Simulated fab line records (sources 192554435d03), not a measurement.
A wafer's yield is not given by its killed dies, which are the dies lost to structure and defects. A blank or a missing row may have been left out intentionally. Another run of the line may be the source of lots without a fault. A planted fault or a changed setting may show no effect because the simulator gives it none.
fab line records | flow n5Finfet | part 1 of 2: steps 1 to 21 of 27
record: lots: 5 wafers: 15 lastDay: 17
route steps=1938 shown BEOL_M7@1329 BEOL_M8@1332
lots with no fault: from the same line, run without faults
startH: start of the lot's first displayed wafer, in hours after the record's first day | waitH: time in hours since the lot's previous step | " identical to the entry in the row above | L1.1+2: one row covering several wafers at once | - value missing, or start not given | * or withheld: withheld | < > ~ a bound
route shown NAME@n: NAME is a module with steps in the file, n the number in the route of the first one | usual: average and standard deviation across the fault-free wafers | same: alike in all rows | chamber/n: place in a boat | sites: readings site by site | _std_site: how widely they spread, as a standard deviation | _edge_site: outer sites' mean less inner sites' | radiusMm: for every site, how far away it sits from the centre of the wafer | mask NAME#n: copy n | behind: the last tool/chamber to shape the wafer | hold: reason for holding the lot/hours on hold/outcome of the hold | device: names the non-switching transistor (n, p or np) | end of line: tests of these same wafers at the route's end | step lacking rows: just its recipe | killed: dies that structure and defects cost at the first sort, which is not the same as the wafer's yield | map: a wafer's dies, marking killed ones x, the rest . and places with no die _
set.NAME: the setting that was run; set.NAME@STEP: the one run at that earlier step | model.NAME: the simulator's own value behind a step, which no gauge read
lots seen at some steps along the route; tables by step, rows by wafer
services: a tool's chamber out of use, with start hour (startH, from the record's first day; less than 0 if before it), hours out, and reason
== steps ==
step: N5_BEOL_M7_DEP_56
recipe: material: SiCN targetThkA: 100 tempC: withheld precursor: 3MS/NH3 pressureTorr: 3 rfW: 202 timeS: 17.5
usual: chamberPressureTorr: 2.999/0.0076 showerheadPlenumPTorr: 3.668/0.011 throttleValvePct: 9.2/0.48
columns lot.wafer tool chamber startH waitH chamberPressureTorr showerheadPlenumPTorr throttleValvePct
L076.3 pecvd-02 1 209.39 0.0 2.996 3.657 9.7
L076.4 " 0 " " 2.993 3.681 8.4
L076.6 " 1 " " 3.000 3.660 9.5
L088.2 pecvd-03 1 282.41 0.0 3.009 3.671 9.4
L088.3 " 2 " " 2.992 3.671 8.7
L088.6 " 0 " " 2.992 3.673 9.8
L094.3 pecvd-03 1 317.85 0.0 2.999 3.679 9.2
L094.5 " 2 " " 2.994 3.659 8.6
L094.6 " 1 " " 3.010 3.664 9.6
L095.2 pecvd-03 2 323.63 0.0 2.980 3.667 8.6
L095.4 " 2 " " 2.984 3.660 8.9
L095.5 " 2 " " 2.989 3.661 8.7
L096.1 pecvd-01 1 340.04 0.0 3.002 3.665 8.7
L096.3 " 0 " " 3.013 3.656 9.4
L096.4 " 1 " " 2.996 3.666 8.7
step: N5_BEOL_M7_RS_MEAS_57
recipe: thkMeasGauge: four-point-probe reads: Cu_of_BEOL_M7_ECD_50+Co_of_BEOL_M7_CVD_78+TaN_of_BEOL_M7_ALD_77
usual: M7_RS: 0.285/0.009
columns lot.wafer tool chamber startH waitH M7_RS[ohm/sq]
L076.3 filmMetro-02 - 209.46 0.1 0.289
L076.4 " - " " 0.282
L076.6 " - " " 0.299
L088.2 filmMetro-02 - 282.48 0.1 0.282
L088.3 " - " " 0.277
L088.6 " - " " 0.269
L094.3 filmMetro-01 - 317.92 0.1 0.285
L094.5 " - " " 0.289
L094.6 " - " " 0.279
L095.2 filmMetro-02 - 323.72 0.1 0.295
L095.4 " - " " 0.295
L095.5 " - " " 0.294
L096.1 filmMetro-02 - 340.11 0.1 0.286
L096.3 " - " " 0.296
L096.4 " - " " 0.282
step: N5_BEOL_M7_INSPECT_58
recipe: inspectInstrument: darkfield mode: postDep
usual: rawDefectCount: 69/22
columns lot.wafer tool chamber startH waitH rawDefectCount
L076.3 defectInspect-02 - 209.49 0.0 48
L076.4 " - " " 46
L076.6 " - " " 45
L088.2 defectInspect-02 - 282.51 0.0 40
L088.3 " - " " 61
L088.6 " - " " 81
L094.3 defectInspect-02 - 317.95 0.0 78
L094.5 " - " " 85
L094.6 " - " " 76
L095.2 defectInspect-02 - 323.74 0.0 78
L095.4 " - " " 51
L095.5 " - " " 76
L096.1 defectInspect-02 - 340.13 0.0 64
L096.3 " - " " 65
L096.4 " - " " 70
step: N5_BEOL_M8_ILD_DEP_00
recipe: material: SiCOH_lowk targetThkA: 1797.5 tempC: 300 precursor: DEMS/porogen pressureTorr: 5 rfW: 500 timeS: 33.4
usual: chamberPressureTorr: 5.001/0.012 heaterPowerOuterW: 122/30 heaterPowerW: 276/48 showerheadPlenumPTorr: 5.738/0.015 throttleValvePct: 14.1/0.53
columns lot.wafer tool chamber startH waitH chamberPressureTorr heaterPowerOuterW heaterPowerW showerheadPlenumPTorr throttleValvePct
L076.3 pecvd-04 2 209.53 0.0 5.005 104 239 5.721 14.3
L076.4 " 0 " " 5.018 135 279 5.720 14.3
L076.6 " 1 " " 5.023 78 220 5.779 13.4
L088.2 pecvd-04 2 282.54 0.0 4.993 133 265 5.730 14.7
L088.3 " 2 " " 5.013 134 273 5.729 14.5
L088.6 " 2 " " 5.000 133 279 5.725 14.1
L094.3 pecvd-04 2 317.98 0.0 4.986 130 271 5.715 14.5
L094.5 " 2 " " 4.998 130 273 5.713 14.7
L094.6 " 0 " " 5.012 143 297 5.734 14.0
L095.2 pecvd-01 0 323.78 0.0 5.019 128 282 5.713 14.8
L095.4 " 1 " " 5.003 153 334 5.729 13.5
L095.5 " 0 " " 5.018 132 285 5.733 14.6
L096.1 pecvd-03 1 340.17 0.0 4.991 91 229 5.733 14.3
L096.3 " 2 " " 5.001 124 263 5.744 13.6
L096.4 " 2 " " 5.000 125 265 5.738 13.6
step: N5_BEOL_M8_CURE_74
recipe: tempC: 385 timeS: 240 ambient: He/Ar material: SiCOH_lowk
usual: lampPowerPct: 52.31/0.056 wafer_temp_C_max: 386.8/0.57
columns lot.wafer tool chamber startH waitH lampPowerPct wafer_temp_C_max
L076.3 uvCure-01 1 209.91 0.4 52.33 386.7
L076.4 " 1 " " 52.32 387.0
L076.6 " 1 " " 52.19 386.7
L088.2 uvCure-01 0 282.71 0.1 52.19 387.5
L088.3 " 0 " " 52.33 387.9
L088.6 " 0 " " 52.35 387.2
L094.3 uvCure-02 2 318.21 0.2 52.32 386.1
L094.5 " 2 " " 52.17 386.6
L094.6 " 2 " " 52.32 386.9
L095.2 uvCure-01 2 323.93 0.1 52.37 387.1
L095.4 " 2 " " 52.33 386.9
L095.5 " 2 " " 52.36 387.2
L096.1 uvCure-02 1 340.23 0.0 52.32 386.4
L096.3 " 1 " " 52.25 387.0
L096.4 " 1 " " 52.33 387.2
step: N5_BEOL_M8_THK_MEAS_01
recipe: reads: SiCOH_lowk_of_BEOL_M8_ILD_DEP_00
usual: M8_ILD_THK: 154.6/2.2
columns lot.wafer tool chamber startH waitH M8_ILD_THK[nm]
L076.3 filmMetro-02 - 210.58 0.5 155.0
L076.4 " - " " 153.9
L076.6 " - " " 155.3
L088.2 filmMetro-01 - 283.14 0.4 156.3
L088.3 " - " " 159.8
L088.6 " - " " 159.0
L094.3 filmMetro-02 - 318.56 0.3 153.1
L094.5 " - " " 155.1
L094.6 " - " " 155.4
L095.2 filmMetro-02 - 324.36 0.4 153.9
L095.4 " - " " 156.8
L095.5 " - " " 155.6
L096.1 filmMetro-02 - 340.74 0.4 152.7
L096.3 " - " " 151.0
L096.4 " - " " 156.0
step: N5_BEOL_M8_PECVD_70
recipe: material: SiO2 targetThkA: 200 tempC: 400 precursor: TEOS/O2 pressureTorr: 5.5 rfW: 450 teosFlowSccm: 53.8 gas: O2 flowSccm: 3000 timeS: 22.7
usual: chamberPressureTorr: 5.501/0.012 heaterPowerOuterW: 384/53 heaterPowerW: 657/86 showerheadPlenumPTorr: 8.78/0.042 throttleValvePct: 22.9/0.88
columns lot.wafer tool chamber startH waitH chamberPressureTorr heaterPowerOuterW heaterPowerW showerheadPlenumPTorr throttleValvePct
L076.3 pecvd-01 2 210.62 0.0 5.502 388 731 8.80 22.3
L076.4 " 1 " " 5.507 475 824 8.79 21.7
L076.6 " 0 " " 5.506 419 676 8.73 23.8
L088.2 pecvd-04 0 283.18 0.0 5.491 423 677 8.69 23.2
L088.3 " 2 " " 5.487 388 642 8.70 23.4
L088.6 " 0 " " 5.493 420 683 8.68 22.7
L094.3 pecvd-03 2 318.60 0.0 5.505 393 638 8.78 21.6
L094.5 " 0 " " 5.498 294 505 8.82 24.3
L094.6 " 1 " " 5.477 346 617 8.82 23.1
L095.2 pecvd-03 1 324.39 0.0 5.520 334 580 8.82 23.2
L095.4 " 2 " " 5.482 356 589 8.79 22.0
L095.5 " 2 " " 5.511 349 597 8.75 21.7
L096.1 pecvd-01 1 340.78 0.0 5.503 426 749 8.76 21.8
L096.3 " 0 " " 5.497 508 786 8.75 23.5
L096.4 " 2 " " 5.493 415 767 8.78 22.9
step: N5_BEOL_M8_HM_DEP_02
recipe: material: TiN targetThkA: 200 tempC: 25 chamberPressurePa: 0.49996
usual: chamberPressurePa: 0.5001/0.00098 substrateTempC: 25.01/0.11 throttleValvePct: 30.1/0.66
columns lot.wafer tool chamber startH waitH chamberPressurePa substrateTempC throttleValvePct
L076.3 pvdSputter-02 - 212.82 2.2 0.4997 24.98 31.0
L076.4 " - " " 0.5005 24.95 30.2
L076.6 " - " " 0.5010 25.07 29.2
L088.2 pvdSputter-02 - 284.05 0.9 0.5004 25.21 30.2
L088.3 " - " " 0.5005 25.03 31.0
L088.6 " - " " 0.4999 25.05 30.2
L094.3 pvdSputter-02 - 319.29 0.7 0.5008 25.03 30.0
L094.5 " - " " 0.5014 25.01 30.2
L094.6 " - " " 0.5002 24.84 28.9
L095.2 pvdSputter-02 - 324.61 0.2 0.5007 25.04 29.4
L095.4 " - " " 0.4995 25.19 30.1
L095.5 " - " " 0.4998 25.07 30.4
L096.1 pvdSputter-02 - 341.81 1.0 0.5015 24.92 30.6
L096.3 " - " " 0.5015 24.93 30.1
L096.4 " - " " 0.4997 24.88 29.3
step: N5_BEOL_M8_COAT_59
recipe: resist: SOC tempC: 250 timeS: 60 spinRpm: 1500 resistThkNm: 100
usual: chillPlateTempC: 22.99/0.11
columns lot.wafer tool chamber startH waitH chillPlateTempC
L076.3 lithoTrack-05 0 212.95 0.1 22.65
L076.4 " 0 " " 22.91
L076.6 " 0 " " 22.81
L088.2 lithoTrack-01 0 284.18 0.1 23.07
L088.3 " 0 " " 22.99
L088.6 " 0 " " 22.97
L094.3 lithoTrack-01 0 319.41 0.1 22.94
L094.5 " 0 " " 23.05
L094.6 " 0 " " 22.95
L095.2 lithoTrack-05 0 324.73 0.1 23.07
L095.4 " 0 " " 23.07
L095.5 " 0 " " 23.09
L096.1 lithoTrack-01 0 341.94 0.1 22.95
L096.3 " 0 " " 22.77
L096.4 " 0 " " 22.88
step: N5_BEOL_M8_COAT_60
recipe: resist: SiARC tempC: 220 timeS: 60 spinRpm: 1500 resistThkNm: 35
usual: chillPlateTempC: 23.00/0.11
columns lot.wafer tool chamber startH waitH chillPlateTempC
L076.3 lithoTrack-05 0 - - 22.97
L076.4 " 0 " " 23.05
L076.6 " 0 " " 23.09
L088.2 lithoTrack-01 0 - - 23.06
L088.3 " 0 " " 23.08
L088.6 " 0 " " 23.06
L094.3 lithoTrack-01 0 - - 23.10
L094.5 " 0 " " 23.21
L094.6 " 0 " " 23.15
L095.2 lithoTrack-05 0 - - 23.25
L095.4 " 0 " " 23.13
L095.5 " 0 " " 23.13
L096.1 lithoTrack-01 0 - - 22.95
L096.3 " 0 " " 22.88
L096.4 " 0 " " 22.95
step: N5_BEOL_M8_COAT_05
recipe: resist: CAR-ArF spinRpm: 1500 resistThkNm: 90
usual: chillPlateTempC: 23.00/0.095
columns lot.wafer tool chamber startH waitH chillPlateTempC
L076.3 lithoTrack-05 0 - - 23.16
L076.4 " 0 " " 22.84
L076.6 " 0 " " 23.07
L088.2 lithoTrack-01 0 - - 22.96
L088.3 " 0 " " 22.92
L088.6 " 0 " " 23.02
L094.3 lithoTrack-01 0 - - 22.88
L094.5 " 0 " " 22.85
L094.6 " 0 " " 23.00
L095.2 lithoTrack-05 0 - - 22.97
L095.4 " 0 " " 22.87
L095.5 " 0 " " 22.87
L096.1 lithoTrack-01 0 - - 23.03
L096.3 " 0 " " 22.81
L096.4 " 0 " " 23.08
step: N5_BEOL_M8_EBR_07
recipe: solvent: PGMEA ebrWidthMm: 1.5
usual: chillPlateTempC: 23.00/0.13
columns lot.wafer tool chamber startH waitH chillPlateTempC
L076.3 lithoTrack-05 0 - - 23.02
L076.4 " 0 " " 23.18
L076.6 " 0 " " 22.93
L088.2 lithoTrack-01 0 - - 23.04
L088.3 " 0 " " 23.20
L088.6 " 0 " " 23.22
L094.3 lithoTrack-01 0 - - 23.14
L094.5 " 0 " " 23.02
L094.6 " 0 " " 23.02
L095.2 lithoTrack-05 0 - - 23.08
L095.4 " 0 " " 23.01
L095.5 " 0 " " 23.27
L096.1 lithoTrack-01 0 - - 23.06
L096.3 " 0 " " 22.80
L096.4 " 0 " " 22.89
step: N5_BEOL_M8_SOFTBAKE_06
recipe: tempC: 110 timeS: 60 resist: CAR-ArF
usual: chillPlateTempC: 23.00/0.1
columns lot.wafer tool chamber startH waitH chillPlateTempC
L076.3 lithoTrack-05 0 - - 22.98
L076.4 " 0 " " 23.05
L076.6 " 0 " " 23.03
L088.2 lithoTrack-01 0 - - 22.94
L088.3 " 0 " " 23.02
L088.6 " 0 " " 22.88
L094.3 lithoTrack-01 0 - - 23.15
L094.5 " 0 " " 22.99
L094.6 " 0 " " 23.07
L095.2 lithoTrack-05 0 - - 23.07
L095.4 " 0 " " 23.16
L095.5 " 0 " " 23.06
L096.1 lithoTrack-01 0 - - 22.94
L096.3 " 0 " " 23.15
L096.4 " 0 " " 22.99
step: N5_BEOL_M8_EXPOSE_08
recipe: maskId: M8 na: 1.35 sourceShape: dipole sigmaInner: 0.817 sigmaOuter: 0.97 polarization: te doseMj: 68.25
columns lot.wafer tool chamber startH waitH mask
L076.3+4+6 arfiScanner-02 0 213.08 - M8#0
L088.2+3+6 arfiScanner-01 0 284.30 - M8#0
L094.3+5+6 arfiScanner-01 0 319.67 - M8#0
L095.2+4+5 arfiScanner-02 0 324.86 - M8#0
L096.1+3+4 arfiScanner-02 0 342.18 - M8#0
step: N5_BEOL_M8_PEB_09
recipe: pebTempC: withheld pebTimeS: 60 resist: CAR-ArF
usual: chillPlateTempC: 23.03/0.1
columns lot.wafer tool chamber startH waitH chillPlateTempC
L076.3 lithoTrack-05 0 213.13 0.0 23.00
L076.4 " 0 " " 23.10
L076.6 " 0 " " 22.96
L088.2 lithoTrack-01 0 284.36 0.0 22.98
L088.3 " 0 " " 23.04
L088.6 " 0 " " 23.16
L094.3 lithoTrack-01 0 319.72 0.0 22.92
L094.5 " 0 " " 22.98
L094.6 " 0 " " 23.04
L095.2 lithoTrack-01 0 324.91 0.0 23.13
L095.4 " 0 " " 23.18
L095.5 " 0 " " 23.11
L096.1 lithoTrack-01 0 342.24 0.1 23.02
L096.3 " 0 " " 23.13
L096.4 " 0 " " 23.14
step: N5_BEOL_M8_DEVELOP_10
recipe: developTimeS: 30 developer: TMAH resist: CAR-ArF rinseLiquid: diw dry: airSpin devTempC: 23
usual: chillPlateTempC: 22.99/0.12
columns lot.wafer tool chamber startH waitH chillPlateTempC
L076.3 lithoTrack-05 0 - - 22.89
L076.4 " 0 " " 22.92
L076.6 " 0 " " 22.98
L088.2 lithoTrack-01 0 - - 22.81
L088.3 " 0 " " 22.67
L088.6 " 0 " " 22.92
L094.3 lithoTrack-01 0 - - 22.83
L094.5 " 0 " " 22.87
L094.6 " 0 " " 22.93
L095.2 lithoTrack-01 0 - - 23.03
L095.4 " 0 " " 23.04
L095.5 " 0 " " 23.09
L096.1 lithoTrack-01 0 - - 22.94
L096.3 " 0 " " 22.98
L096.4 " 0 " " 22.84
step: N5_BEOL_M8_CD_MEAS_11
recipe: targetCdNm: 38.5 landingEnergyEv: 500 detector: seInlens polarity: opening
usual: cdNm: 38.5/0.53
same: landingEnergyEv: 500
columns lot.wafer tool chamber startH waitH cdNm
L076.3 cdSem-03 0 213.20 - 39.0
L076.4 " 0 " " 37.8
L076.6 " 0 " " 38.4
L088.2 cdSem-03 0 284.43 - 37.8
L088.3 " 0 " " 37.4
L088.6 " 0 " " 38.4
L094.3 cdSem-02 0 319.79 - 37.6
L094.5 " 0 " " 39.2
L094.6 " 0 " " 39.0
L095.2 cdSem-03 0 324.98 - 38.2
L095.4 " 0 " " 37.8
L095.5 " 0 " " 37.8
L096.1 cdSem-02 0 342.31 - 37.8
L096.3 " 0 " " 38.6
L096.4 " 0 " " 38.0
step: N5_BEOL_M8_OVL_MEAS_12
recipe: pointsPerWafer: 44
usual: M8_OVL: -0.6/0.78
columns lot.wafer tool chamber startH waitH M8_OVL[nm]
L076.3 overlay-01 0 213.23 0.0 -0.4
L076.4 " 0 " " -0.5
L076.6 " 0 " " -0.5
L088.2 overlay-01 0 284.46 0.0 -2.4
L088.3 " 0 " " -1.4
L088.6 " 0 " " -1.1
L094.3 overlay-02 0 319.82 0.0 -2.1
L094.5 " 0 " " -0.6
L094.6 " 0 " " -1.5
L095.2 overlay-02 0 325.01 0.0 -1.3
L095.4 " 0 " " -1.0
L095.5 " 0 " " -0.6
L096.1 overlay-02 0 342.34 0.0 -0.1
L096.3 " 0 " " -0.2
L096.4 " 0 " " -1.1
step: N5_BEOL_M8_INSPECT_13
recipe: mode: adi inspectInstrument: brightfield
usual: rawDefectCount: 411/89
columns lot.wafer tool chamber startH waitH rawDefectCount
L076.3 defectInspect-02 - 213.25 0.0 491
L076.4 " - " " 338
L076.6 " - " " 323
L088.2 defectInspect-02 - 284.48 0.0 334
L088.3 " - " " 430
L088.6 " - " " 444
L094.3 defectInspect-02 - 319.84 0.0 314
L094.5 " - " " 433
L094.6 " - " " 347
L095.2 defectInspect-02 - 325.03 0.0 396
L095.4 " - " " 342
L095.5 " - " " 465
L096.1 defectInspect-02 - 342.36 0.0 378
L096.3 " - " " 384
L096.4 " - " " 344
step: N5_BEOL_M8_DESCUM_16
recipe: chemistry: O2 timeS: 7.9 sourcePowerW: 50 biasPowerW: 20 pressureMtorr: 20 rfFrequencyHz: 2.712e+07 tempC: 40 resist: CAR-ArF o2FlowSccm: 225
usual: biasPowerW: 20.01/0.059 drypumpMotorCurrentA: 5.62/0.3 oesProductAu: 0.78/0.11 rfVppV: 243.1/1.4 showerheadPlenumPTorr: 2.09/0.078 throttleValvePct: 20.4/0.31
columns lot.wafer tool chamber startH waitH biasPowerW drypumpMotorCurrentA oesProductAu rfHoursCounterH rfVppV showerheadPlenumPTorr throttleValvePct
L076.3 rieDiel-06 0 213.28 0.0 20.02 5.80 0.72 190 243.2 2.16 20.6
L076.4 " 3 " " 19.99 5.23 0.74 179 240.6 2.00 20.2
L076.6 " 0 " " 19.91 5.78 0.71 - 244.2 2.16 20.6
L088.2 rieDiel-02 1 284.53 0.1 20.02 5.86 0.69 248 243.0 2.15 20.7
L088.3 " 3 " " 20.03 5.56 0.70 249 241.9 2.06 21.0
L088.6 " 2 " " 19.94 5.33 0.99 - 241.4 2.04 19.9
L094.3 rieDiel-02 0 320.11 0.3 19.95 5.62 0.97 2 241.8 2.07 20.2
L094.5 " 0 " " 20.02 5.65 0.97 - 243.3 2.07 20.2
L094.6 " 2 " " 20.02 5.35 0.94 - 242.1 2.03 19.9
L095.2 rieDiel-02 2 325.42 0.4 20.02 5.38 0.94 26 242.6 2.03 19.9
L095.4 " 2 " " 19.99 5.40 0.95 - 242.5 2.03 19.9
L095.5 " 0 " " 20.05 5.60 0.95 - 242.9 2.07 20.2
L096.1 rieDiel-02 2 342.40 0.0 20.03 5.38 0.93 36 242.1 2.03 19.9
L096.3 " 0 " " 20.02 5.56 0.92 15 241.9 2.07 20.2
L096.4 " 2 " " 20.12 5.38 0.92 - 243.9 2.03 19.9
step: N5_BEOL_M8_ETCH_61
recipe: chemistry: CF4 target: SiARC targetDepthA: 455 maskMaterial: CAR-ArF timeS: 75.8 ionEnergyEv: 80 pressureMtorr: 40 sourceW: 545 biasW: 36 Ar_flow_sccm: 100 cf4FlowSccm: 100 ends: cleared
usual: drypumpMotorCurrentA: 5.62/0.3 etchRfOnTimeS: 75.3/1.6 oesProductAu: 0.67/0.091 rfVppV: 184.0/1.1 showerheadPlenumPTorr: 2.14/0.072 throttleValvePct: 15.66/0.29
columns lot.wafer tool chamber startH waitH drypumpMotorCurrentA etchRfOnTimeS oesProductAu rfHoursCounterH rfVppV showerheadPlenumPTorr throttleValvePct
L076.3 rieDiel-06 0 213.32 0.0 5.80 75.4 0.62 190 184.0 2.21 15.75
L076.4 " 3 " " 5.22 75.6 0.62 179 183.1 2.04 15.42
L076.6 " 0 " " 5.80 75.0 0.63 - 184.0 2.21 15.74
L088.2 rieDiel-02 1 284.57 0.0 5.87 75.9 0.59 248 184.2 2.20 15.98
L088.3 " 3 " " 5.57 74.0 0.60 249 183.9 2.11 16.21
L088.6 " 2 " " 5.35 73.1 0.84 - 184.3 2.11 15.22
L094.3 rieDiel-02 0 320.14 0.0 5.60 75.9 0.82 2 183.8 2.12 15.31
L094.5 " 0 " " 5.56 75.3 0.82 - 182.8 2.12 15.31
L094.6 " 2 " " 5.40 72.3 0.82 - 184.4 2.10 15.25
L095.2 rieDiel-02 2 325.47 0.0 5.35 72.8 0.81 26 183.5 2.10 15.27
L095.4 " 2 " " 5.40 72.6 0.81 - 182.3 2.10 15.25
L095.5 " 0 " " 5.62 75.7 0.81 - 182.7 2.12 15.31
L096.1 rieDiel-02 2 342.43 0.0 5.36 73.1 0.79 36 183.6 2.10 15.27
L096.3 " 0 " " 5.59 76.8 0.78 15 183.8 2.11 15.32
L096.4 " 2 " " 5.41 73.6 0.79 - 182.6 2.10 15.29
